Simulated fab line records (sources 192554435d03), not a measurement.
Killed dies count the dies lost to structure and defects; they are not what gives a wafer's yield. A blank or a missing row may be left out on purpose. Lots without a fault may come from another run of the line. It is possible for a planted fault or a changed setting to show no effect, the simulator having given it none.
Matching of chambers    flow n5_finfet    4 sister chambers for N5_DUMMY_GATE_ETCH_44 on rie_si-02
The step etches poly-Si in HBr/O2, stops on SiO2, target depth 127.5 nm. 14 wafers are shown with their chamber, then 7 later ones without.

WAFERS, EACH WITH ITS CHAMBER
wafer   chamber  throttle_valve_pct (%)  oes_product_au (a.u.)  bias_w (W)
L079.1  3        18.73                   0.715                  20.07
L079.3  2        18.07                   0.724                  19.92
L079.4  0        18.50                   0.735                  19.99
L082.4  3        18.73                   0.726                  19.97
L082.5  0        18.50                   0.733                  19.98
L082.6  3        18.71                   0.732                  19.96
L089.4  0        18.49                   0.736                  20.08
L089.5  3        18.73                   0.722                  19.97
L089.6  2        18.08                   0.728                  19.91
L091.3  2        18.06                   0.732                  20.02
L091.5  3        18.74                   0.713                  19.91
L091.6  0        18.50                   0.738                  20.04
L093.2  0        18.49                   0.728                  20.08
L093.3  1        18.19                   0.722                  19.98

SIGNATURES, as means of the wafers listed above
reading             chamber 0  chamber 1  chamber 2  chamber 3  scatter within a chamber
throttle_valve_pct  18.4960    18.1900    18.0700    18.7280    0.00894
oes_product_au      0.73400    0.72200    0.72800    0.72160    0.00579
bias_w              20.0340    19.9800    19.9500    19.9760    0.0548
Rule: for a wafer and a chamber, the distance is found by dividing, reading by reading, the gap between the wafer's reading and the chamber's mean by the reading's scatter, squaring, summing and taking the root. The wafer belongs to the nearest chamber; if the next one is less than 2 further off, it can't be placed. The scatter: take each reading less its chamber's mean, square it, sum over the shown wafers, divide by the number of wafers less the number of chambers, and take the root.

WAFERS MISSING THEIR CHAMBER
wafer   throttle_valve_pct (%)  oes_product_au (a.u.)  bias_w (W)
L093.5  18.19                   0.722                  20.02
L095.1  18.20                   0.731                  19.98
L095.4  18.49                   0.732                  20.03
L095.5  18.04                   0.723                  19.96
L096.1  18.07                   0.732                  20.01
L096.2  18.19                   0.726                  19.98
L096.5  18.20                   0.731                  20.00

THE CHAMBER EACH PASSED THROUGH
wafer   from the rows above  in truth
L093.5  1                    1
L095.1  1                    1
L095.4  0                    0
L095.5  2                    2
L096.1  2                    2
L096.2  1                    1
L096.5  1                    1
7 of 7 placed correctly. Number that these rows cannot place: 0. Number placed wrongly: 0.
